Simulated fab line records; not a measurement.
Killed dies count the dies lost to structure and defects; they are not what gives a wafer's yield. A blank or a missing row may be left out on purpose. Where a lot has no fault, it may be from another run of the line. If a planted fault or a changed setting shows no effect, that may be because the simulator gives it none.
Which tool did it? -- flow n5Finfet -- 22 lots with 66 wafers sampled at 6 steps, on a route of 1938 steps

## WHAT THE GAUGES READ, wafer by wafer
The record lacks any reading of a measuring or inspecting step that a usual standard deviation could be used to judge.

## TOOL THAT RAN EACH LOT (tool first, then ch and the chambers of the sampled wafers, then the start)
lot,N5_DUMMY_REMOVAL_STRIP_10,N5_HKMG_FIN_ALD_75,N5_HKMG_FIN_ALD_71,N5_HKMG_FIN_CMP_23,N5_GATE_CUT_ETCHBACK_00,N5_GATE_CUT_STRIP_59
L074,"rieDiel-01 ch 0,1,2, day 3 23:32","aldHk-03 ch 0,2,3, day 4 00:35","aldMetal-03 ch 0,1, day 4 06:34","cmp-01 ch 0,2, day 4 08:16","rieMetal-03 ch 0,1, day 4 08:56","rieDiel-01 ch 1,2, day 4 09:19"
L075,"rieDiel-04 ch 1,2,3, day 4 06:50","aldHk-01 ch 0,1,2, day 4 08:01","aldMetal-03 ch 0,1, day 4 14:08","cmp-02 ch 0,2,3, day 4 15:46","rieMetal-03 ch 0,1, day 4 16:32","rieDiel-04 ch 0,2,3, day 4 16:54"
L076,"rieDiel-04 ch 0,2,3, day 4 12:32","aldHk-03 ch 0,1, day 4 13:32","aldMetal-02 ch 1,2, day 4 19:40","cmp-01 ch 0,1,2, day 4 21:26","rieMetal-01 ch 1, day 4 22:13","rieDiel-01 ch 1,2,3, day 4 22:50"
L077,"rieDiel-03 ch 0,3, day 4 17:13","aldHk-01 ch 0,1,2, day 4 18:22","aldMetal-01 ch 0,1,3, day 5 00:39","cmp-01 ch 0,3, day 5 02:25","rieMetal-01 ch 1, day 5 03:12","rieDiel-04 ch 0,1, day 5 03:56"
L078,"rieDiel-01 ch 0,2,3, day 4 21:52","aldHk-01 ch 2,3, day 4 22:52","aldMetal-03 ch 0,3, day 5 04:55","cmp-01 ch 0,1,2, day 5 06:44","rieMetal-03 ch 0,1, day 5 07:29","rieDiel-03 ch 0,2,3, day 5 07:58"
L080,"rieDiel-03 ch 1,2, day 5 12:23","aldHk-02 ch 2,3, day 5 13:28","aldMetal-02 ch 2,3, day 5 19:47","cmp-01 ch 0,1,3, day 5 21:30","rieMetal-02 ch 0,1, day 5 22:13","rieDiel-04 ch 0,2,3, day 5 22:37"
L081,"rieDiel-01 ch 1,2,3, day 5 18:20","aldHk-02 ch 1,2,3, day 5 19:31","aldMetal-02 ch 0,2, day 6 01:40","cmp-04 ch 0,3, day 6 03:21","rieMetal-03 ch 0,1, day 6 04:06","rieDiel-04 ch 0,1,2, day 6 04:30"
L082,"rieDiel-03 ch 0,1,3, day 6 01:04","aldHk-02 ch 1,2,3, day 6 02:04","aldMetal-03 ch 0,2,3, day 6 08:36","cmp-01 ch 1,2,3, day 6 10:26","rieMetal-03 ch 0,1, day 6 11:11","rieDiel-04 ch 1,2,3, day 6 11:34"
L083,"rieDiel-04 ch 0,1, day 6 10:23","aldHk-03 ch 0,1,3, day 6 11:32","aldMetal-02 ch 0,3, day 6 17:30","cmp-02 ch 2,3, day 6 19:12","rieMetal-02 ch 0,1, day 6 19:54","rieDiel-03 ch 2,3, day 6 20:15"
L084,"rieDiel-03 ch 0,1,2, day 6 12:04","aldHk-03 ch 1,2,3, day 6 13:03","aldMetal-02 ch 0,1,3, day 6 19:07","cmp-04 ch 0,1,2, day 6 20:49","rieMetal-03 ch 0,1, day 6 21:29","rieDiel-03 ch 0,1,3, day 6 21:53"
L085,"rieDiel-04 ch 2,3, day 6 17:10","aldHk-01 ch 1,2, day 6 18:09","aldMetal-03 ch 1,2, day 7 00:13","cmp-04 ch 2,3, day 7 02:04","rieMetal-01 ch 0,1, day 7 02:46","rieDiel-01 ch 1,2, day 7 03:08"
L086,"rieDiel-03 ch 0,1,3, day 6 21:32","aldHk-01 ch 0,1,2, day 6 22:32","aldMetal-03 ch 0,2,3, day 7 04:32","cmp-04 ch 0,2,3, day 7 06:21","rieMetal-03 ch 0,1, day 7 07:01","rieDiel-01 ch 1,2,3, day 7 07:25"
L087,"rieDiel-01 ch 0,2,3, day 7 04:32","aldHk-02 ch 1,2, day 7 05:32","aldMetal-02 ch 1,2,3, day 7 11:41","cmp-01 ch 0,2, day 7 13:34","rieMetal-02 ch 0, day 7 14:16","rieDiel-01 ch 0,1,3, day 7 14:53"
L088,"rieDiel-04 ch 0,1,3, day 7 12:10","aldHk-02 ch 0,1,3, day 7 13:14","aldMetal-03 ch 0,1,2, day 7 19:26","cmp-04 ch 1,2,3, day 7 21:10","rieMetal-03 ch 0,1, day 7 21:50","rieDiel-01 ch 0,1,3, day 7 22:14"
L090,"rieDiel-03 ch 1,2, day 7 21:01","aldHk-02 ch 2,3, day 7 22:06","aldMetal-03 ch 1,3, day 8 04:16","cmp-02 ch 1,3, day 8 06:03","rieMetal-03 ch 0,1, day 8 06:50","rieDiel-03 ch 0,3, day 8 07:11"
L092,"rieDiel-04 ch 0,2,3, day 8 10:05","aldHk-02 ch 0,2,3, day 8 11:05","aldMetal-01 ch 1,2,3, day 8 17:12","cmp-01 ch 0,1, day 8 18:56","rieMetal-02 ch 1, day 8 19:36","rieDiel-01 ch 1,3, day 8 19:59"
L091,"rieDiel-01 ch 2,3, day 8 11:36","aldHk-02 ch 1,2,3, day 8 13:08","aldMetal-02 ch 1,2,3, day 8 19:05","cmp-01 ch 2,3, day 8 20:55","rieMetal-03 ch 0,1, day 8 21:40","rieDiel-03 ch 1,2,3, day 8 22:12"
L093,"rieDiel-01 ch 0,1,3, day 8 16:14","aldHk-02 ch 0,2,3, day 8 17:22","aldMetal-01 ch 1,3, day 8 23:08","cmp-02 ch 0,1,2, day 9 00:49","rieMetal-01 ch 0,1, day 9 01:29","rieDiel-04 ch 0,2,3, day 9 01:53"
L094,"rieDiel-01 ch 2,3, day 8 21:11","aldHk-03 ch 1,2,3, day 8 22:17","aldMetal-03 ch 2,3, day 9 04:38","cmp-02 ch 0,1, day 9 06:16","rieMetal-03 ch 1, day 9 07:00","rieDiel-04 ch 0,1,2, day 9 07:23"
L095,"rieDiel-04 ch 0,1,2, day 9 05:04","aldHk-01 ch 1,2,3, day 9 06:03","aldMetal-03 ch 0,1,3, day 9 12:40","cmp-01 ch 1,2,3, day 9 14:28","rieMetal-01 ch 0, day 9 15:08","rieDiel-03 ch 0,3, day 9 15:32"
L096,"rieDiel-03 ch 2,3, day 9 11:54","aldHk-03 ch 0,2,3, day 9 13:29","aldMetal-01 ch 0,1,2, day 9 21:20","cmp-01 ch 0,1,3, day 9 23:09","rieMetal-02 ch 0,1, day 10 02:28","rieDiel-03 ch 0,1,3, day 10 02:51"
L097,"rieDiel-03 ch 0,1,3, day 9 18:25","aldHk-03 ch 1,2,3, day 9 19:27","aldMetal-01 ch 1,2,3, day 10 02:36","cmp-01 ch 0,1,2, day 10 04:21","rieMetal-01 ch 0,1, day 10 05:01","rieDiel-03 ch 0,1,3, day 10 05:25"
- N5_DUMMY_REMOVAL_STRIP_10: strips in N2/H2, time 40 s.
- N5_HKMG_FIN_ALD_75: deposits Al2O3, target thk 1 nm, co reactant pulse time 1 s.
- N5_HKMG_FIN_ALD_71: deposits TiN, target thk 1 nm, pulse time 1 s, purge time 3 s.
- N5_HKMG_FIN_CMP_23: polishes, stops on SiNx, t overpolish 10 s, target thk 46.326 nm.
- N5_GATE_CUT_ETCHBACK_00: etches W in SF6/Cl2.
- N5_GATE_CUT_STRIP_59: strips in N2/H2, time 20 s.

## AS READ BY THE TOOLS THEMSELVES (means over the sampled wafers that have a number; for cases with no such wafer, the mark the record gives instead)
N5_DUMMY_REMOVAL_STRIP_10. Usual: for chamberPressureMTorr, 100.00 mTorr with a standard deviation of 0.082; for drypumpMotorCurrentA, 5.7 A with a standard deviation of 0.32; for n2FlowSccm, 299.9 sccm with a standard deviation of 0.8; for oesProductAu, 0.80 a.u. with a standard deviation of 0.063; for rfVppV, 45.2 V with a standard deviation of 0.88; for showerheadPlenumPTorr, 3.39 Torr with a standard deviation of 0.1; for throttleValvePct, 12.17 % with a standard deviation of 0.24.
lot,tool,chamberPressureMTorr (mTorr),drypumpMotorCurrentA (A),n2FlowSccm (sccm),oesProductAu (a.u.),rfVppV (V),showerheadPlenumPTorr (Torr),throttleValvePct (%),flag
L074,rieDiel-01,100.05,6.0,299.4,0.80,45.3,3.41,12.18,
L075,rieDiel-04,100.05,5.6,300.1,0.83,44.6,3.32,12.04,
L076,rieDiel-04,100.01,5.6,299.4,0.79,46.1,3.35,12.11,
L077,rieDiel-03,100.05,5.8,298.8,0.79,46.3,3.44,12.32,
L078,rieDiel-01,99.94,6.0,299.8,0.81,45.4,3.40,12.12,
L080,rieDiel-03,100.08,5.4,300.4,0.81,45.1,3.43,12.06,
L081,rieDiel-01,100.00,6.0,300.9,0.75,45.1,3.34,12.35,
L082,rieDiel-03,99.98,5.7,300.0,0.82,45.7,3.44,12.17,
L083,rieDiel-04,99.98,5.7,300.0,0.84,45.4,3.35,11.98,
L084,rieDiel-03,99.99,5.6,300.0,0.82,46.0,3.49,12.15,
L085,rieDiel-04,100.02,5.4,300.7,0.76,44.6,3.35,12.11,
L086,rieDiel-03,100.06,5.7,299.8,0.82,45.4,3.44,12.20,
L087,rieDiel-01,99.98,5.9,300.5,0.79,45.6,3.40,12.17,
L088,rieDiel-04,99.88,5.5,300.2,0.83,45.8,3.35,11.95,
L090,rieDiel-03,99.98,5.5,299.3,0.79,45.5,3.42,12.11,
L092,rieDiel-04,99.98,5.6,300.8,0.77,45.2,3.33,12.18,
L091,rieDiel-01,100.04,5.9,299.4,0.76,45.1,3.32,12.32,
L093,rieDiel-01,100.02,5.8,300.1,0.78,44.7,3.31,12.29,
L094,rieDiel-01,100.04,6.2,299.8,0.74,43.7,3.41,12.31,
L095,rieDiel-04,99.99,5.8,300.0,0.79,43.7,3.29,12.16,
L096,rieDiel-03,100.04,5.8,299.0,0.72,45.0,3.40,12.47,
L097,rieDiel-03,100.02,5.6,299.7,0.78,44.8,3.43,12.24,

N5_HKMG_FIN_ALD_75. Usual: heaterPowerW 151 W, standard deviation 17; precursorPulseHeightRel 1.003, standard deviation 0.02.
lot,tool,heaterPowerW (W),precursorPulseHeightRel,flag
L074,aldHk-03,147,1.004,
L075,aldHk-01,145,0.998,
L076,aldHk-03,172,1.000,
L077,aldHk-01,144,1.010,
L078,aldHk-01,140,0.988,
L080,aldHk-02,157,1.019,
L081,aldHk-02,159,0.986,
L082,aldHk-02,157,0.998,
L083,aldHk-03,161,0.980,
L084,aldHk-03,139,0.996,
L085,aldHk-01,149,1.001,
L086,aldHk-01,145,1.004,
L087,aldHk-02,162,1.004,
L088,aldHk-02,151,1.011,
L090,aldHk-02,158,1.007,
L092,aldHk-02,151,1.011,
L091,aldHk-02,160,1.009,
L093,aldHk-02,152,1.008,
L094,aldHk-03,139,1.004,
L095,aldHk-01,149,0.989,
L096,aldHk-03,150,0.994,
L097,aldHk-03,138,1.000,

N5_HKMG_FIN_ALD_71. Usual: heaterPowerW 842 W, standard deviation 79; precursorPulseHeightRel 1.001, standard deviation 0.02.
lot,tool,heaterPowerW (W),precursorPulseHeightRel,flag
L074,aldMetal-03,850,1.002,
L075,aldMetal-03,848,1.024,
L076,aldMetal-02,754,0.987,
L077,aldMetal-01,911,0.985,
L078,aldMetal-03,843,1.023,
L080,aldMetal-02,890,1.000,
L081,aldMetal-02,858,1.018,
L082,aldMetal-03,824,0.977,
L083,aldMetal-02,935,0.991,
L084,aldMetal-02,870,1.009,
L085,aldMetal-03,795,1.015,
L086,aldMetal-03,825,0.993,
L087,aldMetal-02,819,0.984,
L088,aldMetal-03,817,0.984,
L090,aldMetal-03,757,0.998,
L092,aldMetal-01,899,0.996,
L091,aldMetal-02,825,1.010,
L093,aldMetal-01,908,1.007,
L094,aldMetal-03,792,0.997,
L095,aldMetal-03,798,1.006,
L096,aldMetal-01,920,1.009,
L097,aldMetal-01,915,1.002,

N5_HKMG_FIN_CMP_23. Usual: motorCurrentA 12.4 A, standard deviation 1.3; overpolishRunS 9.9 s, standard deviation 0.33; platenRpm 50.29 rpm, standard deviation 0.033; timeToEndpointS 13.5 s, standard deviation 2.9.
lot,tool,motorCurrentA (A),overpolishRunS (s),platenRpm (rpm),timeToEndpointS (s),flag
L074,cmp-01,14.7,10.0,50.31,15.9,
L075,cmp-02,12.5,10.0,50.29,14.3,
L076,cmp-01,13.3,9.4,50.31,16.3,
L077,cmp-01,12.3,10.0,50.25,16.3,
L078,cmp-01,13.0,9.5,50.29,17.2,
L080,cmp-01,12.3,10.0,50.31,14.0,
L081,cmp-04,11.1,10.0,50.27,13.3,
L082,cmp-01,12.5,9.9,50.29,16.4,
L083,cmp-02,11.2,10.0,50.31,11.6,
L084,cmp-04,11.6,10.0,50.28,13.0,
L085,cmp-04,11.3,10.0,50.30,13.5,
L086,cmp-04,10.8,10.0,50.29,12.9,
L087,cmp-01,14.0,10.0,50.28,14.0,
L088,cmp-04,11.7,10.0,50.32,9.8,
L090,cmp-02,12.1,10.0,50.30,13.0,
L092,cmp-01,12.4,10.0,50.29,10.7,
L091,cmp-01,13.1,10.0,50.33,15.5,
L093,cmp-02,13.4,10.0,50.29,10.2,
L094,cmp-02,13.4,10.0,50.29,12.3,
L095,cmp-01,13.4,10.0,50.27,13.0,
L096,cmp-01,12.2,10.0,50.33,12.2,
L097,cmp-01,13.1,10.0,50.28,13.6,

N5_GATE_CUT_ETCHBACK_00. Usual: chamberPressureMTorr 8.000 mTorr, standard deviation 0.0069; drypumpMotorCurrentA 5.6 A, standard deviation 0.36; oesProductAu 0.80 a.u., standard deviation 0.11; throttleValvePct 27.4 %, standard deviation 0.31.
lot,tool,chamberPressureMTorr (mTorr),drypumpMotorCurrentA (A),oesProductAu (a.u.),throttleValvePct (%),flag
L074,rieMetal-03,7.998,5.4,0.74,27.2,
L075,rieMetal-03,8.006,5.5,0.74,27.1,
L076,rieMetal-01,8.000,5.7,0.97,27.3,
L077,rieMetal-01,8.004,5.7,0.95,27.3,
L078,rieMetal-03,8.003,5.5,0.74,27.1,
L080,rieMetal-02,8.006,5.9,0.77,27.9,
L081,rieMetal-03,7.998,5.4,0.73,27.2,
L082,rieMetal-03,7.999,5.5,0.73,27.1,
L083,rieMetal-02,8.003,6.2,0.68,27.9,
L084,rieMetal-03,8.001,5.5,0.73,27.1,
L085,rieMetal-01,8.001,5.5,0.92,27.4,
L086,rieMetal-03,7.997,5.4,0.72,27.2,
L087,rieMetal-02,7.997,5.6,0.85,27.8,
L088,rieMetal-03,8.005,5.4,0.71,27.2,
L090,rieMetal-03,7.996,5.5,0.72,27.1,
L092,rieMetal-02,7.999,6.6,1.00,27.5,
L091,rieMetal-03,7.999,5.4,0.71,27.3,
L093,rieMetal-01,8.004,5.2,0.90,27.5,
L094,rieMetal-03,8.001,5.6,0.72,26.9,
L095,rieMetal-01,8.001,5.0,0.90,27.6,
L096,rieMetal-02,8.002,6.2,0.92,27.6,
L097,rieMetal-01,7.994,5.5,0.88,27.4,

N5_GATE_CUT_STRIP_59. Usual: for chamberPressureMTorr, 100.00 mTorr with a standard deviation of 0.088; for drypumpMotorCurrentA, 5.7 A with a standard deviation of 0.31; for n2FlowSccm, 300.0 sccm with a standard deviation of 0.86; for oesProductAu, 0.79 a.u. with a standard deviation of 0.064; for rfVppV, 45.3 V with a standard deviation of 0.91; for showerheadPlenumPTorr, 3.38 Torr with a standard deviation of 0.1; for throttleValvePct, 12.19 % with a standard deviation of 0.24.
lot,tool,chamberPressureMTorr (mTorr),drypumpMotorCurrentA (A),n2FlowSccm (sccm),oesProductAu (a.u.),rfVppV (V),showerheadPlenumPTorr (Torr),throttleValvePct (%),flag
L074,rieDiel-01,100.00,6.1,299.3,0.75,44.6,3.35,12.42,
L075,rieDiel-04,100.01,5.6,300.1,0.79,45.5,3.35,12.10,
L076,rieDiel-01,100.06,6.0,300.1,0.77,45.3,3.34,12.34,
L077,rieDiel-04,99.97,5.7,299.6,0.86,45.3,3.35,11.94,
L078,rieDiel-03,100.02,5.8,299.8,0.81,46.9,3.49,12.30,
L080,rieDiel-04,99.93,5.6,300.4,0.79,45.0,3.34,12.14,
L081,rieDiel-04,100.01,5.8,300.2,0.82,44.9,3.30,12.11,
L082,rieDiel-04,99.99,5.6,299.9,0.80,44.7,3.31,12.07,
L083,rieDiel-03,99.87,5.8,299.5,0.73,45.5,3.41,12.43,
L084,rieDiel-03,100.01,5.7,300.1,0.81,44.3,3.44,12.20,
L085,rieDiel-01,100.01,6.2,299.2,0.74,45.2,3.41,12.36,
L086,rieDiel-01,99.86,6.0,299.7,0.75,45.6,3.33,12.39,
L087,rieDiel-01,100.00,5.8,300.1,0.79,44.8,3.32,12.28,
L088,rieDiel-01,100.01,5.8,299.6,0.78,45.0,3.31,12.30,
L090,rieDiel-03,99.92,5.9,301.1,0.76,45.7,3.43,12.39,
L092,rieDiel-01,100.01,5.8,300.5,0.76,45.3,3.24,12.43,
L091,rieDiel-03,100.01,5.7,299.8,0.75,46.0,3.41,12.31,
L093,rieDiel-04,100.05,5.6,299.7,0.76,45.7,3.33,12.19,
L094,rieDiel-04,100.05,5.8,300.7,0.79,45.6,3.29,12.17,
L095,rieDiel-03,99.97,5.9,299.8,0.75,46.0,3.42,12.43,
L096,rieDiel-03,99.98,5.7,300.5,0.79,45.1,3.43,12.26,
L097,rieDiel-03,99.95,5.7,299.8,0.78,45.4,3.43,12.25,

## THE ANSWER, worked out from the rows above alone
Rule: a lot counts as off when the mean over its wafers that have a number is more than 3 standard deviations away from the usual mean. Also off: a lot with no number at a reading for which 4 or more lots have one. Where the step has rows for the other lots, those lots are counted as sound. The gauges are gone through in route order, then the tools' own readings, and for those a lot's mean is taken as printed above. At the first step where some lot is off, the reading lying furthest off is the one used; lots without a number count as furthest.
No lot is off at any reading shown: from this, nothing can be told.

## WHAT THE SIMULATOR PUT IN
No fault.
